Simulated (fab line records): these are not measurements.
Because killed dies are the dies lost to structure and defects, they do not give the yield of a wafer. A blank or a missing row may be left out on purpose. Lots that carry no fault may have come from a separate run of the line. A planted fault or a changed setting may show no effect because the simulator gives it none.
fab line records	flow n5-finfet
record: lots: 8	wafers: 24	last-day: 18
route steps=1938 shown BEOL_M0_SAQP@669 BEOL_M0_CUTY@709 BEOL_M0@715 BEOL_M4@1111 PASSIVATION@1936
lots untouched by any fault: they come from a run of this same line in which no faults occurred
start-h: hours from the record's first day to the start of the lot's first wafer shown	wait-h: how many hours have passed since the lot's step before this one	" repeats the value in the row above	L1.1+2: a row that stands for several wafers	- no value present, or no start provided	* or withheld: withheld	< > ~ a bound
route shown NAME@n: names a module that has steps shown in the file, with the first one's number in the route	usual: mean and standard deviation over wafers with no fault	same: alike in all rows	chamber/n: place in a boat	sites: readings site by site	_std_site: standard deviation across them	_edge_site: inner sites' mean taken away from outer sites' mean	radius-mm: how far each site lies from the wafer's centre	mask NAME#n: copy n	behind: the most recent tool/chamber to have shaped the wafer	hold: why the lot went on hold/how many hours it stayed there/how the hold came to an end	device: the n, p or np transistor that did not switch	end of line: tests run on the same wafers once the route is complete	a step given without rows: its recipe and nothing more	killed: not the wafer's yield, but the dies lost to structure and defects at the first sort	map: dies across one wafer; x = killed, . = not, _ = none there
set.NAME: setting as actually run; set.NAME@STEP: the setting as run at that earlier step	model.NAME: the simulator's own value behind a step, which no gauge read
one table for each step of the route and one row for each wafer, over a sample of lots
services: when a tool's chamber went out of use (start-h, in hours from the record's first day, below 0 if earlier), for how many hours, and the reason
== steps ==
step: N5_BEOL_M0_SAQP_MANDREL_ETCH_103
recipe: chemistry: HBr/Cl2	target: a-Si	target-depth-a: 450	bt-time-s: 10	stop-on: SiCN	mask-material: SiO2	over-etch-frac: 0.8	time-s: 27	pressure-mtorr: 10	icp-w: 800	bias-w: 75	HBr_flow_sccm: 150	Cl2_flow_sccm: 80	ends: end-point
usual: drypump-motor-current-A: 5.8/0.52	oes-product-au: 0.684/0.013	rf-fwd-power-W: 794/3.1	throttle-valve-pct: 35.41/0.21
lot.wafer	tool	chamber	start-h	wait-h	drypump-motor-current-A	oes-product-au	rf-fwd-power-W	rf-hours-counter-h	throttle-valve-pct
L769.1	rie-si-01	0	133.88	0.0	6.2	0.700	795	149	35.41
L769.2	"	1	"	"	5.4	0.674	799	37	35.08
L769.6	"	0	"	"	6.2	0.701	794	-	35.41
L772.1	rie-si-02	1	151.84	0.0	6.4	0.691	794	42	35.62
L772.2	"	0	"	"	5.6	0.686	795	45	35.15
L772.3	"	2	"	"	5.4	0.666	797	5	35.33
L774.4	rie-si-01	1	159.49	0.0	5.4	0.679	794	-	35.11
L774.5	"	2	"	"	5.8	0.678	790	-	35.43
L774.6	"	0	"	"	6.1	0.704	801	-	35.40
L777.2	rie-si-01	1	177.59	0.0	5.4	0.683	794	38	35.12
L777.3	"	3	"	"	6.7	0.664	798	0	35.06
L777.4	"	2	"	"	5.8	0.685	793	1	35.43
L782.2	rie-si-02	2	204.34	0.0	5.4	0.671	798	6	35.32
L782.4	"	1	"	"	6.4	0.706	793	43	35.61
L782.6	"	0	"	"	5.5	0.694	794	-	35.14
L783.2	rie-si-02	2	224.39	0.0	5.4	0.673	796	6	35.36
L783.4	"	3	"	"	6.0	0.663	792	133	35.64
L783.5	"	3	"	"	6.0	0.662	795	-	35.65
L784.1	rie-si-01	0	235.21	0.0	6.1	0.690	797	151	35.43
L784.2	"	2	"	"	5.8	0.673	793	2	35.41
L784.5	"	1	"	"	5.3	0.702	795	-	35.09
L788.2	rie-si-02	2	243.46	0.0	5.4	0.672	796	6	35.31
L788.4	"	0	"	"	5.5	0.699	793	47	35.14
L788.6	"	0	"	"	5.6	0.703	795	-	35.12
step: N5_BEOL_M0_SAQP_DESCUM_45
recipe: chemistry: O2	time-s: 7	source-power-w: 50	bias-power-w: 20	pressure-mtorr: 20	rf-frequency-hz: 2.712e+07	temp-c: 40	resist: CAR-EUV	o2-flow-sccm: 225
usual: drypump-motor-current-A: 5.82/0.26	oes-product-au: 0.80/0.088	rf-fwd-power-W: 49.40/0.24	rf-vpp-V: 243.5/1.5	showerhead-plenum-p-Torr: 2.11/0.074	throttle-valve-pct: 20.33/0.29
lot.wafer	tool	chamber	start-h	wait-h	drypump-motor-current-A	oes-product-au	rf-fwd-power-W	rf-hours-counter-h	rf-vpp-V	showerhead-plenum-p-Torr	throttle-valve-pct
L769.1	rie-diel-03	0	136.15	0.3	5.60	0.94	48.78	21	243.0	2.16	20.32
L769.2	"	1	"	"	6.37	0.74	49.76	150	245.0	2.19	20.13
L769.6	"	1	"	"	6.36	0.73	49.88	-	244.8	2.19	20.12
L772.1	rie-diel-06	0	154.22	0.0	6.11	0.72	49.33	202	244.2	2.06	20.39
L772.2	"	1	"	"	5.42	0.77	49.11	146	245.3	2.19	20.51
L772.3	"	3	"	"	5.85	0.89	49.61	45	242.7	2.03	19.95
L774.4	rie-diel-06	3	162.41	0.0	5.88	0.88	49.50	48	242.8	2.03	19.95
L774.5	"	2	"	"	5.82	0.75	49.48	-	242.7	2.10	20.61
L774.6	"	3	"	"	5.87	0.87	49.37	-	242.0	2.03	19.97
L777.2	rie-diel-03	1	180.27	0.0	6.30	0.73	49.91	162	244.7	2.19	20.15
L777.3	"	2	"	"	5.72	0.89	49.57	46	245.1	2.22	20.05
L777.4	"	0	"	"	5.58	0.91	49.03	34	242.7	2.15	20.33
L782.2	rie-diel-05	2	206.37	0.0	6.04	0.70	49.01	208	239.9	1.97	20.59
L782.4	"	1	"	"	5.95	0.70	49.36	218	243.7	2.17	20.88
L782.6	"	1	"	"	5.93	0.70	49.25	-	243.7	2.17	20.89
L783.2	rie-diel-05	1	226.64	0.0	5.92	0.69	49.11	223	243.4	2.17	20.92
L783.4	"	2	"	"	6.05	0.70	49.35	214	241.5	1.97	20.60
L783.5	"	3	"	"	5.62	0.86	49.36	-	244.1	2.11	20.30
L784.1	rie-diel-06	1	237.34	0.0	5.42	0.75	49.49	172	245.8	2.18	20.57
L784.2	"	0	"	"	6.09	0.70	49.46	228	241.2	2.05	20.43
L784.5	"	3	"	"	5.87	0.85	49.70	-	243.2	2.02	20.01
L788.2	rie-diel-06	3	245.69	0.1	5.87	0.84	49.44	75	242.4	2.02	19.99
L788.4	"	1	"	"	5.40	0.75	49.29	175	245.6	2.18	20.57
L788.6	"	0	"	"	6.08	0.69	49.48	-	242.1	2.05	20.43
step: N5_BEOL_M0_SAQP_ETCH_49
recipe: chemistry: CF4/O2	target-depth-a: 370	target: SiO2	pressure-mtorr: 40	source-w: 535	bias-w: 49	Ar_flow_sccm: 100	cf4-flow-sccm: 100	O2_flow_sccm: 10	ion-energy-ev: 100
usual: drypump-motor-current-A: 5.80/0.29	oes-product-au: 0.80/0.083	rf-fwd-power-W: 532.7/1.8	rf-vpp-V: 242/3.4	showerhead-plenum-p-Torr: 2.24/0.074	throttle-valve-pct: 15.76/0.26
lot.wafer	tool	chamber	start-h	wait-h	drypump-motor-current-A	oes-product-au	rf-fwd-power-W	rf-hours-counter-h	rf-vpp-V	showerhead-plenum-p-Torr	throttle-valve-pct
L769.1	rie-diel-06	0	136.96	0.3	6.11	0.73	529.2	197	236	2.19	15.99
L769.2	"	3	"	"	5.86	0.88	530.7	40	238	2.14	15.37
L769.6	"	2	"	"	5.83	0.78	533.5	-	246	2.20	15.98
L772.1	rie-diel-03	3	155.35	0.3	5.46	0.79	532.9	111	243	2.13	15.90
L772.2	"	0	"	"	5.57	0.92	533.0	27	245	2.26	15.68
L772.3	"	2	"	"	5.71	0.89	530.1	40	244	2.35	15.51
L774.4	rie-diel-03	1	163.22	0.3	6.32	0.73	531.1	158	242	2.28	15.52
L774.5	"	2	"	"	5.71	0.90	533.2	-	243	2.34	15.52
L774.6	"	1	"	"	6.35	0.72	531.6	-	241	2.28	15.52
L777.2	rie-diel-05	1	181.34	0.3	5.90	0.70	532.2	209	243	2.28	16.19
L777.3	"	2	"	"	6.05	0.71	532.7	199	236	2.11	16.17
L777.4	"	0	"	"	5.62	0.98	534.9	1	247	2.26	15.36
L782.2	rie-diel-06	2	207.18	0.3	5.85	0.75	533.8	172	245	2.20	16.01
L782.4	"	3	"	"	5.85	0.84	531.7	62	235	2.14	15.41
L782.6	"	2	"	"	5.84	0.74	532.5	-	244	2.20	16.02
L783.2	rie-diel-06	2	227.51	0.3	5.82	0.74	532.1	179	246	2.19	16.01
L783.4	"	1	"	"	5.40	0.74	533.8	169	241	2.28	15.92
L783.5	"	2	"	"	5.83	0.75	531.5	-	245	2.19	16.02
L784.1	rie-diel-03	0	238.16	0.3	5.62	0.88	533.6	55	245	2.25	15.72
L784.2	"	1	"	"	6.35	0.71	531.5	182	241	2.27	15.58
L784.5	"	3	"	"	5.46	0.78	530.8	-	243	2.13	15.96
L788.2	rie-diel-05	0	246.60	0.3	5.63	0.90	533.0	24	249	2.25	15.41
L788.4	"	2	"	"	6.01	0.68	531.5	-	234	2.10	16.22
L788.6	"	1	"	"	5.92	0.69	529.8	-	242	2.27	16.23
step: N5_BEOL_M0_CUTY_OVL_MEAS_58
recipe: points-per-wafer: 44
usual: M0_ABLK_OVL: -0.1/0.66
lot.wafer	tool	chamber	start-h	wait-h	M0_ABLK_OVL[nm]
L769.1	overlay-02	0	137.48	0.0	-0.1
L769.2	"	0	"	"	0.1
L769.6	"	0	"	"	0.1
L772.1	overlay-02	0	155.74	0.0	0.3
L772.2	"	0	"	"	0.8
L772.3	"	0	"	"	0.0
L774.4	overlay-02	0	163.74	0.0	-1.3
L774.5	"	0	"	"	-0.2
L774.6	"	0	"	"	-1.4
L777.2	overlay-01	0	181.86	0.0	-0.6
L777.3	"	0	"	"	-0.8
L777.4	"	0	"	"	-1.1
L782.2	overlay-02	0	207.71	0.0	1.1
L782.4	"	0	"	"	0.5
L782.6	"	0	"	"	0.9
L783.2	overlay-02	0	228.04	0.0	-0.3
L783.4	"	0	"	"	0.1
L783.5	"	0	"	"	-0.2
L784.1	overlay-02	0	238.57	0.0	-0.5
L784.2	"	0	"	"	-0.1
L784.5	"	0	"	"	0.2
L788.2	overlay-02	0	247.00	0.0	-0.5
L788.4	"	0	"	"	-0.3
L788.6	"	0	"	"	0.0
step: N5_BEOL_M0_ETCH_138
recipe: chemistry: CH3F/O2	target-depth-a: 120	target: SiCN	time-s: 31.6	ion-energy-ev: 120	pressure-mtorr: 30	source-w: 395	bias-w: 75	Ar_flow_sccm: 150	CH3F_flow_sccm: 30	O2_flow_sccm: 20	ends: cleared
usual: drypump-motor-current-A: 5.7/0.45	etch-rf-on-time-s: 29.4/0.77	oes-product-au: 0.69/0.058	rf-fwd-power-W: 386.6/1.8	rf-vpp-V: 297.0/1.7	showerhead-plenum-p-Torr: 1.99/0.065	throttle-valve-pct: 16.28/0.14
lot.wafer	tool	chamber	start-h	wait-h	drypump-motor-current-A	etch-rf-on-time-s	oes-product-au	rf-fwd-power-W	rf-hours-counter-h	rf-vpp-V	showerhead-plenum-p-Torr	throttle-valve-pct
L769.1	rie-diel-04	2	137.74	0.0	4.7	29.6	0.78	383.7	27	298.9	2.04	15.99
L769.2	"	3	"	"	5.5	29.3	0.74	384.0	38	296.1	2.06	16.33
L769.6	"	3	"	"	5.5	29.7	0.75	384.3	-	298.0	2.06	16.32
L772.1	rie-diel-04	0	156.01	0.0	6.1	29.9	0.77	384.9	28	296.6	1.97	16.23
L772.2	"	1	"	"	5.4	29.5	0.65	384.3	131	296.0	1.92	16.27
L772.3	"	3	"	"	5.5	30.5	0.72	384.0	44	298.5	2.06	16.32
L774.4	rie-diel-01	2	164.05	0.0	5.6	33.7	0.66	384.3	-	297.9	2.01	16.28
L774.5	"	3	"	"	6.2	34.0	0.66	388.6	-	295.0	1.94	16.26
L774.6	"	0	"	"	6.2	33.7	0.72	389.3	-	296.2	1.95	16.30
L777.2	rie-diel-04	2	182.33	0.0	4.7	33.1	0.76	385.6	43	297.0	2.03	16.03
L777.3	"	3	"	"	5.5	33.1	0.72	387.0	53	298.1	2.05	16.33
L777.4	"	1	"	"	5.4	33.6	0.65	389.1	140	297.2	1.91	16.29
L782.2	rie-diel-02	3	207.97	0.0	5.9	28.5	0.64	385.3	145	299.6	2.09	16.06
L782.4	"	0	"	"	5.2	30.8	0.59	387.6	206	296.4	1.99	16.49
L782.6	"	1	"	"	6.1	29.7	0.63	386.3	-	294.9	1.92	16.44
L783.2	rie-diel-02	1	228.33	0.0	6.2	29.1	0.63	388.4	161	295.4	1.92	16.44
L783.4	"	0	"	"	5.2	29.6	0.58	386.7	214	295.9	1.99	16.50
L783.5	"	3	"	"	5.9	30.1	0.63	387.6	-	298.6	2.09	16.08
L784.1	rie-diel-02	3	238.83	0.0	5.9	29.1	0.63	387.1	158	297.8	2.09	16.07
L784.2	"	2	"	"	5.7	27.7	0.72	387.9	67	296.0	1.95	16.44
L784.5	"	0	"	"	5.2	29.8	0.59	387.0	-	296.9	1.99	16.50
L788.2	rie-diel-02	3	247.26	0.0	5.9	29.2	0.64	387.6	161	300.9	2.09	16.09
L788.4	"	2	"	"	5.7	28.8	0.72	385.5	70	295.3	1.95	16.43
L788.6	"	3	"	"	5.9	31.0	0.64	387.6	-	298.3	2.09	16.11
step: N5_BEOL_M4_RC_MEAS_101
usual: DIBL_N: 36.0/2	DIBL_P: 36.2/2.2	IOFF_N: 0.16/0.034	IOFF_P: 0.21/0.04	ION_N: 675/12	ION_P: 463/7.2	SS_N: 71.6/0.6	SS_P: 73.3/0.67	VT_N: 250/3	VT_P: -251/3.4
lot.wafer	tool	chamber	start-h	wait-h	DIBL_N[mV/V]	DIBL_P[mV/V]	IOFF_N[nA/um]	IOFF_P[nA/um]	ION_N[uA/um]	ION_P[uA/um]	SS_N[mV/dec]	SS_P[mV/dec]	VT_N[mV]	VT_P[mV]
L769.1	prober-02	0	193.11	0.0	36.7	38.3	0.18	0.23	680	465	71.9	72.7	249	-249
L769.2	"	0	"	"	34.7	36.3	0.15	0.20	669	461	71.4	72.7	251	-252
L769.6	"	0	"	"	35.8	37.5	0.16	0.21	669	460	71.4	72.5	248	-252
L772.1	prober-02	0	217.79	0.0	35.0	36.6	0.15	0.19	669	457	71.6	72.8	250	-255
L772.2	"	0	"	"	35.8	36.6	0.16	0.18	675	455	72.2	73.2	249	-254
L772.3	"	0	"	"	33.0	33.8	0.13	0.15	671	454	70.9	72.9	252	-257
L774.4	prober-01	0	221.73	0.5	36.0	34.2	0.13	0.16	669	453	71.8	73.8	254	-255
L774.5	"	0	"	"	38.7	37.7	0.18	0.20	673	453	72.5	73.7	253	-253
L774.6	"	0	"	"	37.0	36.6	0.14	0.19	679	460	72.0	73.5	252	-254
L777.2	prober-01	0	242.75	0.2	40.9	40.8	0.20	0.26	700	469	71.1	75.2	247	-249
L777.3	"	0	"	"	40.6	40.0	0.20	0.25	687	466	71.7	74.1	247	-249
L777.4	"	0	"	"	39.4	38.3	0.18	0.22	697	470	71.0	74.0	249	-250
L782.2	prober-01	0	269.60	0.2	37.9	38.1	0.19	0.26	691	474	72.3	73.6	248	-245
L782.4	"	0	"	"	37.9	37.8	0.19	0.26	697	472	72.0	73.1	245	-245
L782.6	"	0	"	"	36.9	36.9	0.17	0.23	681	464	71.6	73.2	248	-249
L783.2	prober-02	0	279.87	0.2	34.0	35.0	0.12	0.19	664	466	70.8	73.1	256	-253
L783.4	"	0	"	"	35.0	35.1	0.13	0.19	669	453	71.7	73.5	253	-253
L783.5	"	0	"	"	33.0	33.5	0.11	0.17	653	459	70.2	72.1	256	-252
L788.2	prober-01	0	311.77	0.2	39.8	39.3	0.24	0.29	696	470	72.4	74.2	243	-246
L788.4	"	0	"	"	35.9	36.6	0.17	0.23	690	464	71.0	72.5	247	-247
L788.6	"	0	"	"	35.3	35.1	0.15	0.21	669	467	71.4	72.7	251	-252
L784.1	prober-01	0	312.55	0.7	33.4	32.6	0.12	0.18	668	465	70.8	72.4	254	-252
L784.2	"	0	"	"	39.1	40.0	0.22	0.32	695	480	72.0	74.7	245	-243
L784.5	"	0	"	"	38.7	39.9	0.21	0.30	685	468	72.5	74.8	247	-247
step: N5_PASSIVATION_PROBE_49
usual: defect-limited-yield: 91.5/1.5	killed_at_M0_to_M3: 33/10	killed_at_M4_up: 15/6.4	killed-at-contacts: 12/5.4	killed-at-front-end: 38/9.8	killed-at-other: 4/3.1	killed-dies: 101/18	killed-on-rim: 13/3.9	killed-open: 67/14	killed-short: 33/7.9	sort_bin_5_function: 5.0/1	sort_bin_6_memory: 3.2/0.67	sort-n-pass: 1079/18	sort-yield-pct: 91.5/1.5
same: gross-dies: 1180	killed-at-back-side: 0	sort_bin_4_leakage[%]: 0	sort_bin_8_speed[%]: 0
lot.wafer	tool	chamber	start-h	wait-h	defect-limited-yield[%]	killed_at_M0_to_M3	killed_at_M4_up	killed-at-contacts	killed-at-front-end	killed-at-other	killed-dies	killed-on-rim	killed-open	killed-short	sort_bin_5_function[%]	sort_bin_6_memory[%]	sort-n-pass	sort-yield-pct[%]
L774.4	prober-02	-	349.04	0.2	91.0	29	21	8	41	7	106	12	67	36	5.8	2.8	1074	91.0
L774.5	prober-02	-	349.09	0.2	89.7	47	10	13	45	7	122	14	70	49	5.8	4.2	1058	89.7
L774.6	prober-02	-	349.14	0.3	91.7	51	5	13	25	4	98	15	58	39	4.5	3.5	1082	91.7
L777.2	prober-02	-	376.88	0.1	92.0	23	17	11	40	3	94	15	62	31	3.8	3.8	1086	92.0
L777.4	prober-02	-	376.98	0.2	92.6	21	9	12	39	6	87	14	57	28	3.9	3.1	1093	92.6
L783.2	prober-02	-	404.50	0.1	90.8	29	20	11	46	2	108	16	77	27	5.8	3.4	1072	90.8
L783.4	prober-02	-	404.60	0.2	91.1	42	17	3	38	5	105	12	66	36	4.8	3.6	1075	91.1
L783.5	prober-02	-	404.65	0.2	90.8	30	18	20	36	4	108	18	79	28	5.0	4.1	1072	90.8
killed by level:class
L774.4 FIN_SAQP:geometric-particle:short=8 MOL_CONTACT_COAG:geometric-particle:open=7 BEOL_M0_SAQP:geometric-particle:short=7 BEOL_M0_SAQP:geometric-particle:open=7 BEOL_M2:geometric-particle:open=7 BEOL_M4:geometric-particle:open=7 FIN_SAQP:geometric-particle:open=6 BEOL_M3:geometric-particle:open=4
L774.5 BEOL_M0_SAQP:geometric-particle:short=20 BEOL_M2:geometric-particle:open=12 FIN_SAQP:geometric-particle:open=11 FIN_SAQP:geometric-particle:short=10 MOL_CONTACT_COAG:geometric-particle:open=10 STI_FIN_REVEAL:geometric-particle:open=8 BEOL_M4:geometric-particle:open=5 GATE_CUT:geometric-particle:open=4
L774.6 BEOL_M0_SAQP:geometric-particle:open=15 BEOL_M0_SAQP:geometric-particle:short=12 BEOL_M2:geometric-particle:open=12 MOL_CONTACT_COAG:geometric-particle:short=7 MOL_CONTACT_COAG:geometric-particle:open=6 BEOL_M1:geometric-particle:open=4 GATE_CUT:geometric-particle:short=4 FIN_SAQP:geometric-particle:short=3
L777.2 FIN_SAQP:geometric-particle:open=16 BEOL_M0_SAQP:geometric-particle:short=12 BEOL_M4:geometric-particle:open=12 STI_FIN_REVEAL:geometric-particle:open=10 MOL_CONTACT_COAG:geometric-particle:open=8 FIN_SAQP:geometric-particle:short=4 BEOL_M0_SAQP:geometric-particle:open=4 GATE_CUT:geometric-particle:short=3
L777.4 STI_FIN_REVEAL:geometric-particle:open=13 MOL_CONTACT_COAG:geometric-particle:open=11 BEOL_M0_SAQP:geometric-particle:short=7 FIN_SAQP:geometric-particle:open=5 BEOL_M0_SAQP:geometric-particle:open=5 FIN_SAQP:geometric-particle:short=4 BEOL_M2:geometric-particle:open=4 MIM_TOP:geometric-particle:open=4
L783.2 BEOL_M1:geometric-particle:open=12 MOL_CONTACT_COAG:geometric-particle:open=10 STI_FIN_REVEAL:geometric-particle:open=8 BEOL_M4:geometric-particle:open=8 BEOL_M3:geometric-particle:open=7 FIN_SAQP:geometric-particle:open=6 FIN_SAQP:geometric-particle:short=6 DUMMY_GATE:geometric-particle:open=4
L783.4 STI_FIN_REVEAL:geometric-particle:open=12 BEOL_M1:geometric-particle:open=10 BEOL_M4:geometric-particle:open=10 BEOL_M2:geometric-particle:open=9 STARTING-WAFER:geometric-particle:short=6 BEOL_M0_SAQP:geometric-particle:open=5 FIN_SAQP:geometric-particle:open=3 BEOL_M0_SAQP:geometric-particle:short=3
L783.5 MOL_CONTACT_COAG:geometric-particle:open=15 BEOL_M1:geometric-particle:open=9 BEOL_M4:geometric-particle:open=8 STI_FIN_REVEAL:geometric-particle:open=7 MOL_CONTACT_COAG:geometric-particle:short=5 BEOL_M3:geometric-particle:open=5 FIN_SAQP:geometric-particle:open=4 DUMMY_GATE:geometric-particle:open=4
== services ==
tool	chamber	start-h	hours	kind
rie-si-02	1	118.40	3.7	repair
rie-diel-03	2	120.54	4.1	repair
rie-diel-01	3	123.27	6.5	repair
rie-si-01	0	123.44	7.7	repair
rie-diel-02	0	128.23	12.0	repair
rie-si-01	2	131.19	-	clean
rie-si-01	2	131.19	14.7	scheduled-down
rie-si-01	2	131.19	14.7	vent-cycle
rie-diel-04	-	131.45	0.3	repair
rie-si-01	3	145.85	-	clean
rie-si-01	3	145.85	20.4	scheduled-down
rie-si-01	3	145.85	20.4	vent-cycle
rie-diel-05	0	154.46	-	clean
rie-diel-03	-	157.42	0.6	repair
rie-si-02	0	159.43	1.8	repair
rie-diel-03	3	181.91	13.3	repair
rie-diel-01	-	196.61	0.9	repair
rie-diel-04	3	198.02	17.3	repair
rie-diel-05	3	199.25	6.7	repair
rie-diel-05	-	215.61	0.7	repair
rie-diel-02	2	220.41	6.5	repair
rie-diel-04	1	221.06	3.8	repair
rie-diel-01	2	231.74	9.0	repair
rie-diel-05	3	239.24	9.6	repair
== key ==
first-sign: step: N5_BEOL_M0_ETCH_138	reading: etch-rf-on-time-s	direction: up	sigmas: 5.4	usual: *	struck: *
effect none on later readings
met-at N5_BEOL_M0_SAQP_MANDREL_ETCH_103
struck-lots L774,L777
not-acting-at N5_BEOL_M0_SAQP_DESCUM_45,N5_BEOL_M0_SAQP_ETCH_49,N5_BEOL_M0_CUTY_OVL_MEAS_58
onset-between 133.88 159.49
fault: kind: process-parameter-drift	tool: rie-si-01	chamber: -	onset-h: 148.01	steps: N5_BEOL_M0_SAQP_MANDREL_ETCH_103	channel: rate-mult	offset: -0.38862	shape: step	end-h: 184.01
